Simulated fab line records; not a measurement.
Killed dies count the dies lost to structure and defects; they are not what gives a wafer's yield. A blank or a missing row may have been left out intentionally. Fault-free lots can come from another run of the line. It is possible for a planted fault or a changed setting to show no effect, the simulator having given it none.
fab line records ; flow n5Finfet
record: lots: 5; wafers: 15; lastDay: 17
route steps=1938 shown FIN_CUT@166 BEOL_M4@1111 PASSIVATION@1936
lots that met no fault: from a run of the same line without faults
startH: the number of hours between the record's first day and the start of the first shown wafer of the lot ; waitH: how many hours have passed since the lot's step before this one ; " the same as in the row above ; L1.1+2: several wafers, shown together as one row ; - no value, or no start given ; * or withheld: withheld ; < > ~ a bound
route shown NAME@n: a module of which the file shows steps, and the number in the route of the first ; usual: average and standard deviation across the fault-free wafers ; same: alike in all rows ; chamber/n: place in a boat ; sites: readings site by site ; _std_site: the standard deviation of these ; _edge_site: mean of outer sites minus mean of inner sites ; radiusMm: for every site, how far away it sits from the centre of the wafer ; mask NAME#n: copy n ; behind: tool/chamber where the wafer was last shaped ; hold: why the lot went on hold/how many hours it stayed there/how the hold came to an end ; device: whichever transistor did not switch (one of n, p or np) ; end of line: the same wafers' tests at the end of the route ; for a step that has no rows: nothing shown but its recipe ; killed: dies that structure and defects cost at the first sort, which is not the same as the wafer's yield ; map: per-die view of a wafer (x killed, . not killed, _ where there is no die)
set.NAME: the run value of the setting; set.NAME@STEP: its run value at that earlier step ; model.NAME: the simulator's own value behind a step, which no gauge read
lots at some steps of the route; a table a step, a row a wafer
services: when a tool's chamber went out of use (startH, in hours from the record's first day, below 0 if earlier), for how many hours, and the reason
== steps ==
step: N5_FIN_CUT_DESCUM_13
recipe: chemistry: O2; timeS: 7; sourcePowerW: 50; biasPowerW: 20; pressureMtorr: 20; rfFrequencyHz: 2.712e+07; tempC: 40; resist: CAR-EUV; o2FlowSccm: 225
step: N5_FIN_CUT_ETCH_30
recipe: chemistry: N2/H2; target: underlayer; targetDepthA: 130; maskMaterial: CAR-EUV; timeS: 10.4; ionEnergyEv: 200; pressureMtorr: 30; sourceW: 840; biasW: 150; n2FlowSccm: 200; h2FlowSccm: 200; ends: cleared
step: N5_FIN_CUT_ETCH_20
recipe: chemistry: CF4; target: SiARC; targetDepthA: 260; maskMaterial: CAR-EUV; timeS: 43.3; ionEnergyEv: 80; pressureMtorr: 40; sourceW: 545; biasW: 36; Ar_flow_sccm: 100; cf4FlowSccm: 100; ends: cleared
step: N5_FIN_CUT_ETCH_21
recipe: chemistry: N2/H2; target: SOC; targetDepthA: 2190; overetchA: 438; maskMaterial: SiARC; tempC: 40; ionEnergyEv: 100; biasW: 61; timeS: 523.5; pressureMtorr: 30; sourceW: 850; n2FlowSccm: 200; h2FlowSccm: 200
step: N5_FIN_CUT_STRIP_23
recipe: chemistry: N2/H2; tempC: 40; n2FlowSccm: 200; h2FlowSccm: 200; rfFrequencyHz: 6e+07
step: N5_FIN_CUT_STRIP_31
recipe: chemistry: N2/H2; tempC: 40; n2FlowSccm: 200; h2FlowSccm: 200; rfFrequencyHz: 6e+07
step: N5_FIN_CUT_STRIP_24
recipe: chemistry: CF4; resist: SiARC; powerW: 300; biasPowerW: 75; pressureMtorr: 50; cf4FlowSccm: 150; rfFrequencyHz: 6e+07
step: N5_FIN_CUT_CUT_ETCH_26
recipe: chemistry: CH3F/O2; target: SiNx; targetDepthA: 390; maskMaterial: SOC; timeS: 55.7; pressureMtorr: 30; sourceW: 395; biasW: 73; Ar_flow_sccm: 150; CH3F_flow_sccm: 30; O2_flow_sccm: 20; ionEnergyEv: 120
step: N5_FIN_CUT_CUT_ETCH_27
recipe: chemistry: CHF3/O2; target: SiO2; targetDepthA: 40; maskMaterial: SOC; overetchA: 20; timeS: 4.9; pressureMtorr: 30; sourceW: 650; biasW: 170; Ar_flow_sccm: 200; CHF3_flow_sccm: 50; O2_flow_sccm: 5; ionEnergyEv: 200
step: N5_FIN_CUT_PRECLEAN_35
recipe: timeS: 13.3; tempC: 45; pressureTorr: 125; pHfTorr: 3; pCoreactantTorr: 25; chemistry: vHF
step: N5_FIN_CUT_CUT_ETCH_15
recipe: chemistry: HBr/Cl2/O2; target: Si; targetDepthA: 1000; btTimeS: 10; maskMaterial: SOC; timeS: 42.4; ionEnergyEv: *; biasW: *; pressureMtorr: 10; icpW: 800; HBr_flow_sccm: 150; Cl2_flow_sccm: 80; O2_flow_sccm: 12
step: N5_FIN_CUT_CUT_ETCH_28
recipe: chemistry: HBr/Cl2/O2; target: Si; targetDepthA: 60; maskMaterial: SOC; timeS: 2.4; ionEnergyEv: *; biasW: *; pressureMtorr: 10; icpW: 800; HBr_flow_sccm: 150; Cl2_flow_sccm: 80; O2_flow_sccm: 12
step: N5_FIN_CUT_STRIP_22
recipe: chemistry: N2/H2; powerW: 500; tempC: 40; pressureMtorr: 50; rfFrequencyHz: 6e+07; overashFraction: 0.3; biasPowerW: 8; h2Frac: 0.5; n2FlowSccm: 300; h2FlowSccm: 300
usual: biasPowerW: 7.998/0.024; chamberPressureMTorr: 49.99/0.13; drypumpMotorCurrentA: 5.41/0.29; oesProductAu: 0.75/0.068; rfVppV: 54.2/2.3; showerheadPlenumPTorr: 3.43/0.076; throttleValvePct: 19.1/0.46
lot.wafer;tool;chamber;startH;waitH;biasPowerW;chamberPressureMTorr;drypumpMotorCurrentA;oesProductAu;rfHoursCounterH;rfVppV;showerheadPlenumPTorr;throttleValvePct;model.SOC_of_FIN_CUT_COAT_18.thkNm
L836.2;rieDiel-03;1;94.00;0.0;-;-;-;-;-;-;-;-;168
L836.4;rieDiel-03;2;94.00;0.0;-;-;-;-;-;-;-;-;168.6
L836.5;rieDiel-03;3;94.00;0.0;-;-;-;-;-;-;-;-;168
L837.1;rieDiel-05;1;102.42;0.1;-;-;-;-;-;-;-;-;169.8
L837.2;rieDiel-05;2;102.42;0.1;-;-;-;-;-;-;-;-;170.2
L837.6;rieDiel-05;1;102.42;0.1;-;-;-;-;-;-;-;-;169.4
L838.1;rieDiel-06;1;110.39;0.0;-;-;-;-;-;-;-;-;168.8
L838.4;rieDiel-06;0;110.39;0.0;-;-;-;-;-;-;-;-;169.4
L838.6;rieDiel-06;3;110.39;0.0;-;-;-;-;-;-;-;-;167.2
L846.1;rieDiel-06;1;154.26;0.0;8.005;50.08;5.46;0.69;244;49.1;3.45;18.9;0
L846.4;rieDiel-06;3;154.26;0.0;7.988;49.93;5.32;0.72;157;51.9;3.37;19.0;0
L846.5;rieDiel-06;1;154.26;0.0;7.978;50.02;5.44;0.68;-;53.3;3.45;19.0;0
L847.2;rieDiel-06;2;160.05;0.3;7.986;50.06;5.92;0.74;184;54.8;3.37;20.1;0
L847.5;rieDiel-06;2;160.05;0.3;7.969;49.91;5.96;0.73;-;60.4;3.37;20.1;0
L847.6;rieDiel-06;1;160.05;0.3;7.944;50.03;5.42;0.69;-;60.0;3.45;19.0;0
step: N5_FIN_CUT_PRECLEAN_36
recipe: chemistry: O3/DIW; timeS: 60; tempC: 22; o3Ppm: 10
step: N5_FIN_CUT_SRD_32
recipe: dry: ipaMarangoni; timeS: 30; tempC: 23; rinseLiquid: diw
step: N5_FIN_CUT_UV_OZONE_34
recipe: timeS: 120; pressureTorr: 760; tempC: 25
step: N5_FIN_CUT_INSPECT_17
recipe: inspectInstrument: brightfield; mode: aei
usual: rawDefectCount: 233/70
lot.wafer;tool;chamber;startH;waitH;rawDefectCount
L836.2;defectInspect-02;-;94.16;0.0;2696
L836.4;defectInspect-02;-;94.16;0.0;2538
L836.5;defectInspect-02;-;94.16;0.0;2591
L837.1;defectInspect-02;-;102.58;0.0;2458
L837.2;defectInspect-02;-;102.58;0.0;2625
L837.6;defectInspect-02;-;102.58;0.0;2573
L838.1;defectInspect-02;-;110.55;0.0;2697
L838.4;defectInspect-02;-;110.55;0.0;2580
L838.6;defectInspect-02;-;110.55;0.0;2530
L846.1;defectInspect-02;-;154.42;0.0;272
L846.4;defectInspect-02;-;154.42;0.0;121
L846.5;defectInspect-02;-;154.42;0.0;110
L847.2;defectInspect-02;-;160.21;0.0;240
L847.5;defectInspect-02;-;160.21;0.0;210
L847.6;defectInspect-02;-;160.21;0.0;390
step: N5_BEOL_M4_RC_MEAS_101
usual: DIBL_N: 36.4/1.7; DIBL_P: 36.4/2.1; IOFF_N: 0.16/0.035; IOFF_P: 0.21/0.035; ION_N: 680/11; ION_P: 465/6.8; SS_N: 71.5/0.58; SS_P: 73.2/0.72; VT_N: 249/3.6; VT_P: -250/3.1
lot.wafer;tool;chamber;startH;waitH;DIBL_N[mV/V];DIBL_P[mV/V];IOFF_N[nA/um];IOFF_P[nA/um];ION_N[uA/um];ION_P[uA/um];SS_N[mV/dec];SS_P[mV/dec];VT_N[mV];VT_P[mV]
L846.1;prober-02;0;293.24;0.0;40.7;41.2;0.28;0.30;710;472;72.3;74.5;239;-245
L846.4;prober-02;0;293.24;0.0;37.0;36.5;0.18;0.22;693;477;71.4;73.0;247;-248
L846.5;prober-02;0;293.24;0.0;40.4;40.9;0.25;0.29;697;473;71.9;74.7;240;-248
L847.2;prober-01;0;306.27;0.7;37.3;36.7;0.16;0.23;682;467;71.7;72.8;249;-247
L847.5;prober-01;0;306.27;0.7;35.5;34.1;0.14;0.19;683;469;71.3;73.1;252;-251
L847.6;prober-01;0;306.27;0.7;37.7;37.6;0.17;0.25;686;471;71.9;73.9;249;-247
step: N5_PASSIVATION_PROBE_49
usual: defectLimitedYield: 91.3/1.4; killed_at_M0_to_M3: 36/11; killed_at_M4_up: 13/5.2; killedAtContacts: 13/6.5; killedAtFrontEnd: 37/11; killedAtOther: 3.6/2.9; killedDies: 103/17; killedOnRim: 13/3.6; killedOpen: 68/12; killedShort: 33/7.3; sort_bin_4_leakage: 0.01/0.039; sort_bin_5_function: 5.2/0.91; sort_bin_6_memory: 3.2/0.67; sortNPass: 1077/17; sortYieldPct: 91.3/1.4
same: grossDies: 1180; killedAtBackSide: 0; sort_bin_8_speed[%]: 0
lot.wafer;tool;chamber;startH;waitH;defectLimitedYield[%];killed_at_M0_to_M3;killed_at_M4_up;killedAtContacts;killedAtFrontEnd;killedAtOther;killedDies;killedOnRim;killedOpen;killedShort;sort_bin_4_leakage[%];sort_bin_5_function[%];sort_bin_6_memory[%];sortNPass;sortYieldPct[%]
L836.2;prober-01;-;337.51;0.1;1.9;35;8;28;1081;6;1158;138;79;32;0;94.2;3.6;22;1.9
L836.4;prober-01;-;337.61;0.2;1.8;15;16;16;1106;6;1159;141;55;25;0;95.4;2.6;21;1.8
L836.5;prober-01;-;337.66;0.2;2.0;20;16;19;1099;2;1156;138;51;20;0;95.7;2.1;24;2.0
L837.1;prober-02;-;353.53;0.0;1.4;38;8;17;1099;2;1164;143;56;33;0;95.8;2.8;16;1.4
L837.2;prober-02;-;353.58;0.1;1.7;28;19;8;1104;1;1160;152;54;37;0;94.7;3.6;20;1.7
L837.6;prober-02;-;353.78;0.3;2.3;44;9;22;1073;5;1153;152;86;37;0;93.6;3.9;27;2.3
L838.1;prober-01;-;367.95;0.0;2.0;44;19;7;1072;14;1156;152;85;49;0;93.1;4.6;24;2.0
L838.4;prober-01;-;368.10;0.2;1.9;32;19;9;1093;5;1158;152;62;43;0;94.5;3.3;22;1.9
L838.6;prober-01;-;368.20;0.3;2.5;32;12;2;1100;4;1150;143;64;33;0;93.8;3.2;30;2.5
L846.1;prober-01;-;400.06;0.0;91.4;34;19;6;40;3;102;14;68;28;0.17;5.4;2.7;1076;91.2
L846.4;prober-01;-;400.21;0.2;93.7;36;6;5;23;4;74;15;53;20;0;3.1;3.0;1106;93.7
L846.5;prober-01;-;400.26;0.2;93.2;24;14;6;31;5;80;11;50;27;0.08;3.6;3.0;1099;93.1
L847.2;prober-01;-;409.95;0.1;91.3;34;23;14;25;7;103;16;76;27;0;4.7;3.6;1077;91.3
L847.5;prober-01;-;410.10;0.2;90.4;59;20;6;23;5;113;18;80;33;0;5.7;3.6;1067;90.4
L847.6;prober-01;-;410.15;0.3;89.9;50;17;4;40;8;119;14;76;41;0;5.8;4.1;1061;89.9
killed by level:class
L836.2 STI_FIN_REVEAL:areaAld=1045 MOL_CONTACT_COAG:geometricParticle:open=23 BEOL_M0_SAQP:geometricParticle:open=9 STI_FIN_REVEAL:geometricParticle:open=8 BEOL_M0_SAQP:geometricParticle:short=8 BEOL_M3:geometricParticle:open=8 DUMMY_GATE:geometricParticle:open=5 MOL_CONTACT_COAG:geometricParticle:short=5
L836.4 STI_FIN_REVEAL:areaAld=1076 MOL_CONTACT_COAG:geometricParticle:open=15 STI_FIN_REVEAL:geometricParticle:open=4 GATE_CUT:geometricParticle:open=4 BEOL_M3:geometricParticle:open=4 BEOL_M5:geometricParticle:open=4 MIM_TOP_ETCH:geometricParticle:open=4 FIN_SAQP:geometricParticle:open=3
L836.5 STI_FIN_REVEAL:areaAld=1085 MOL_CONTACT_COAG:geometricParticle:open=14 BEOL_M4:geometricParticle:open=7 BEOL_M2:geometricParticle:open=6 MOL_CONTACT_COAG:geometricParticle:short=5 BEOL_M0_SAQP:geometricParticle:short=5 BEOL_M0_SAQP:geometricParticle:open=5 STI_FIN_REVEAL:geometricParticle:open=4
L837.1 STI_FIN_REVEAL:areaAld=1074 MOL_CONTACT_COAG:geometricParticle:open=16 FIN_SAQP:geometricParticle:short=11 BEOL_M3:geometricParticle:open=9 BEOL_M0_SAQP:geometricParticle:short=7 BEOL_M0_SAQP:geometricParticle:open=7 BEOL_M4:geometricParticle:open=5 BEOL_M2:geometricParticle:short=4
L837.2 STI_FIN_REVEAL:areaAld=1068 STI_FIN_REVEAL:geometricParticle:open=9 BEOL_M0_SAQP:geometricParticle:open=7 BEOL_M4:geometricParticle:short=7 BEOL_M2:geometricParticle:short=6 FIN_SAQP:geometricParticle:open=5 MOL_CONTACT_COAG:geometricParticle:open=5 BEOL_M4:geometricParticle:open=5
L837.6 STI_FIN_REVEAL:areaAld=1028 MOL_CONTACT_COAG:geometricParticle:open=15 BEOL_M2:geometricParticle:open=12 STI_FIN_REVEAL:geometricParticle:open=11 BEOL_M3:geometricParticle:open=10 BEOL_M0_SAQP:geometricParticle:open=8 FIN_SAQP:geometricParticle:short=7 MOL_CONTACT_COAG:geometricParticle:short=7
L838.1 STI_FIN_REVEAL:areaAld=1016 FIN_SAQP:geometricParticle:short=13 BEOL_M0_SAQP:geometricParticle:open=12 FIN_SAQP:geometricParticle:open=8 BEOL_M0_SAQP:geometricParticle:short=7 MOL_CONTACT_COAG:geometricParticle:open=7 BEOL_M2:geometricParticle:open=7 BEOL_M4:geometricParticle:short=6
L838.4 STI_FIN_REVEAL:areaAld=1046 BEOL_M1:geometricParticle:open=12 FIN_SAQP:geometricParticle:short=10 FIN_SAQP:geometricParticle:open=7 STI_FIN_REVEAL:geometricParticle:open=7 MOL_CONTACT_COAG:geometricParticle:open=7 GATE_CUT:geometricParticle:short=7 BEOL_M4:geometricParticle:short=7
L838.6 STI_FIN_REVEAL:areaAld=1049 FIN_SAQP:geometricParticle:open=9 DUMMY_GATE:geometricParticle:open=8 FIN_SAQP:geometricParticle:short=7 STI_FIN_REVEAL:geometricParticle:open=7 BEOL_M1:geometricParticle:open=7 BEOL_M0_SAQP:geometricParticle:short=5 BEOL_M0_SAQP:geometricParticle:open=5
L846.1 BEOL_M3:geometricParticle:open=12 BEOL_M4:geometricParticle:open=8 FIN_SAQP:geometricParticle:open=7 STI_FIN_REVEAL:geometricParticle:open=7 ILD0:geometricParticle:open=6 FIN_SAQP:geometricParticle:short=4 ILD0:geometricParticle:short=4 MOL_CONTACT_COAG:geometricParticle:open=4
L846.4 BEOL_M1:geometricParticle:open=10 BEOL_M3:geometricParticle:open=8 FIN_SAQP:geometricParticle:open=7 BEOL_M2:geometricParticle:open=7 FIN_SAQP:geometricParticle:short=5 MOL_CONTACT_COAG:geometricParticle:open=4 BEOL_M0_SAQP:geometricParticle:open=3 STARTING-WAFER:geometricParticle:open=3
L846.5 BEOL_M4:geometricParticle:open=10 BEOL_M0_SAQP:geometricParticle:short=7 BEOL_M0_SAQP:geometricParticle:open=6 FIN_SAQP:geometricParticle:open=5 STI_FIN_REVEAL:geometricParticle:open=5 MOL_CONTACT_COAG:geometricParticle:short=4 FIN_SAQP:geometricParticle:short=3 FIN_CUT:geometricParticle:open=3
L847.2 BEOL_M4:geometricParticle:open=14 MOL_CONTACT_COAG:geometricParticle:open=12 BEOL_M0_SAQP:geometricParticle:short=8 BEOL_M0_SAQP:geometricParticle:open=8 FIN_SAQP:geometricParticle:open=7 BEOL_M3:geometricParticle:open=5 STI_FIN_REVEAL:geometricParticle:open=4 STARTING-WAFER:geometricParticle:short=4
L847.5 BEOL_M3:geometricParticle:open=20 BEOL_M0_SAQP:geometricParticle:open=16 BEOL_M0_SAQP:geometricParticle:short=9 FIN_SAQP:geometricParticle:open=8 BEOL_M4:geometricParticle:open=8 BEOL_M1:geometricParticle:open=6 BEOL_M3:geometricParticle:short=4 BEOL_M4:geometricParticle:short=4
L847.6 BEOL_M3:geometricParticle:open=15 FIN_SAQP:geometricParticle:open=12 BEOL_M0_SAQP:geometricParticle:short=12 FIN_SAQP:geometricParticle:short=9 BEOL_M4:geometricParticle:open=8 BEOL_M1:geometricParticle:open=7 BEOL_M3:geometricParticle:short=6 STI_FIN_REVEAL:geometricParticle:open=5
map L836.4 (x killed, . not)
_________________xxxxxxxxxxxx________________
______________x.xxxxxxxxxxxx.xx._____________
___________xxxx.xxxxxxxxxxxxxxx.xxx__________
__________xxxxxxxxxxxxxxxxxxxxxxxxxx_________
________xxxxxx.xxxxxxxxxxxxxx.xxxxxxxx_______
_______xxxxxxxxxxxxxxxxxxxxxxxxxxxxxxxx______
______xxxxxxxxxxxxxxxxxxxxxxxxxxxxxxxxxx_____
_____xxxxxxxxxxxxxxxxxxxxxxxxxxxxxxxxxxxx____
____xxxxxxxxxxxxxxxxxxxxxxxxxxxxxxxxxxxxxx___
___xxxxxxxxxxxxxxxxxxxxxxxxxxxxxxxxxxxxxxxx__
___xxxxxxxxxxxxxxxxxxxxxxxxxxxxxxxxxxxxxxx.__
__xxxxxxxxxxxxxxxxxxxxxxxxxxxxxxxxxxxxxxxxxx_
__xxxxxxxxxxxxxxxxxxxxxxxxxxxxxxxxxxxxxx.xxx_
_xxxxxxxxxxxxxxxxxxxxxxxxxxxxxxxxxxxxxxxxxxxx
_xxxxxxxxxxxxxxxxxxxxxxxxxxxxxxxxxxxxxxxx.xxx
_xxxxxxxxxxxxxxxxxxxxxxxxxxxxxxxxxxxxxxxxxxxx
_xxxxxxxxxxxxxxxxxxxxxxxxxxxxxxxxxxxxxxxxxxxx
_xxxxxxxxxxxxxxxxxxxxxxxxxxxxxxxxxxxxxxxxx..x
_xxxxxxxxxxxxxxxxxxxxxxxxxxxxxxxxxxxxxxxxxxxx
_xxxxxxxxxxxxxxxxxxxxxxxxxxxxxxxxxxxxxxxxxxxx
_xxxxxxxxxxxxxxxxxxxxxxxxxxxxxxxxxxxxxxxxxxxx
__xxxxxxxxxxxxxxxxxxxxxxxxxxxxxxxxxxxxxxxxxx_
__xxxxxxxxxxxxxxxxxxxxxxxxxxxxxxxxxxxxxxxxxx_
___xxxxxxxxxxxxxxxxxxxxxxxxxxxxxxxxxxxxxxxx__
___xxxxxxxxxxxxxxxxxxxxxxxxxxxxxxxxx.xxxxxx__
____xxxxxxxxxxxxxxxxxxxxxxxxxxxxxxxxxxxxx.___
_____xxxxxxxxxxxxxxxxxxxxxxxxxxxxxxxxxxx.____
______xxxxxxxxxxxxxxxxxxxxxxxxxxxxxxxxxx_____
_______xxxxxxxxxxxxxxxxxxxxxxxxxxxxxxxx______
________xxxxxxxxxxxxxxxxxxxxxxxxxxxxxx_______
__________xxxxxxxxxxxxxxxxxxxxx.xxxx_________
___________..xxxxxxxxxxxxx.xxxxxxxx__________
______________xxxxxxxxxxxxxxx.xx_____________
_________________xxxxxxxxxx.x________________
map L837.1 (x killed, . not)
_________________xxxx.xxx.x.x________________
______________xxxxxxxxxxxxxxxxxx_____________
___________xxxxxxxxxxxx.xxxxxxxxxx.__________
__________.xxxxxxxxxxxxxxxxxxxxxxxxx_________
________xxxxxxxxxxxxxxxxxxxxxxxxxxxxxx_______
_______.xxxxxxxxxxxxxxxxxx.xxxxxxxxxx.x______
______xxxxxxxxxxxxxxxxxxxxxxxxxxxxxxxxxx_____
_____xxxxxxxxxxxxxxxxxxxxxxxxxxxxxxxxxxxx____
____xxxxxxxxxxxxxxxxxxxxxxxxxxxxxxxxxxxxxx___
___xx.xxxxxxxxxxxxxxxxxxxxxxxxxxxxxxxxxxxxx__
___xxxxxxxxxxxxxxxxxxxxxxxxxxxxxxxxxxxxxxxx__
__xxxxxxxxxxxxxxxxxxxxxxxxxxxxxxxxxxxxxxxxxx_
__xxxxxxxxxxxxxxxxxxxxxxxxxxxxxxxxxxxxxxxxxx_
_xxxxxxxxxxxxxxxxxxxxxxxxxxxxxxxxxxxxxxxxxxxx
_xxxxxxxxxxxxxxxxxxxxxxxxxxxxxxxxxxxxxxxxxxxx
_xxxxxxxxxxxxxxxxxxxxxxxxxxxxxxxxxxxxxxxxxx.x
_xxxxxxxxxxxxxxxxxxxxxxxxxxxxxxxxxxxxxxxxxxxx
_xxxxxxxxxxxxxxxxxxxxxxxxxxxxxxxxxxxxxxxxxxxx
_xxxxxxxxxxxxxxxxxxxxxxxxxxxxxxxxxxxxxxxxxxxx
_xxxxxxxxxxxxxxxxxxxxxxxxxxxxxxxxxxxxxxxxx.xx
_xxxxxxxxxxxxxxxxxxxxxxxxxxxxxxxxxxxxxxxxxxxx
__xxxxxxxxxxxxxxxxxxxxxxxxxxxxxxxxxxxxxxxx.x_
__xxxxxxxxxxxxxxxxxxxxxxxxxxxxxxxxxxxxxxxxxx_
___xxxxxxxxxxxxxxxxxxxxxxxxxxxxxxxxxxxxxxxx__
___xxxxxxxxxxxxxxxxxxxxxxxxxxxxxxxxxxxxxxxx__
____xx.xxxxxxxxxxxxxxxxxxxxxxxxxxxxxxxxx.x___
_____xxxxxxxxxxxxxxxxxxxxxxxxxxxxxxxxxxxx____
______xxxxxxxxxxxxxxxxxxxxxxxxxxxxxxxxxx_____
_______xxxxxxxxxxxxxxxxxxxxxxxxxxxxxxxx______
________xxxxxxxxxxxxxxxxxxxxxxxxxxxxxx_______
__________xxxxxxxxxxxxxxxxxxxxxxxxxx_________
___________xxxxxxxxxxxxxxxxxxxxxxxx__________
______________xxxxxxxxxxxxxxxxxx_____________
_________________x.xxxxxxxxxx________________
== services ==
tool;chamber;startH;hours;kind
rieDiel-05;1;77.53;-;clean
rieDiel-05;1;77.53;-;consumableReplace:focusRing
rieDiel-05;1;77.53;21.6;scheduledDown
rieDiel-05;1;77.53;21.6;ventCycle
rieDiel-05;0;91.43;9.1;repair
rieDiel-06;2;118.80;26.8;repair
rieDiel-05;2;156.15;-;clean
rieDiel-05;2;156.15;-;consumableReplace:focusRing
rieDiel-05;2;156.15;14.8;scheduledDown
rieDiel-05;2;156.15;14.8;ventCycle
== key ==
firstSign: step: N5_FIN_CUT_STRIP_22; reading: toolRecord; direction: missing
effect: step: N5_FIN_CUT_INSPECT_17; reading: rawDefectCount; direction: up; sigmas: 34; usual: 233; struck: 2588
effect: step: N5_PASSIVATION_PROBE_49; reading: sort_bin_5_function; direction: up; sigmas: 98; usual: 5.2; struck: 94.5
modelEffect: step: N5_FIN_CUT_STRIP_22; value: SOC_of_FIN_CUT_COAT_18.thkNm; without: 0; struck: 168.8
moreKillsBornAt: N5_STI_FIN_REVEAL_ALD_00@aldSin-01: 6281; N5_STI_FIN_REVEAL_ALD_00@aldSin-04: 3206
metAt N5_FIN_CUT_STRIP_22
struckWafers L836.2,L836.4,L836.5,L837.1,L837.2,L837.6,L838.1,L838.4,L838.6
laterRowsLeftOut L836.2,L836.4,L836.5,L837.1,L837.2,L837.6,L838.1,L838.4,L838.6
fault: kind: skippedStepWhole; tool: rieDiel-03,rieDiel-05,rieDiel-06; chamber: -; onsetH: 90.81; steps: N5_FIN_CUT_STRIP_22; scope: struckLotsOnly
laterRowsLeftOut: the simulator's readings of these wafers behind a module that went badly wrong aren't trusted and aren't shown, but for the sort
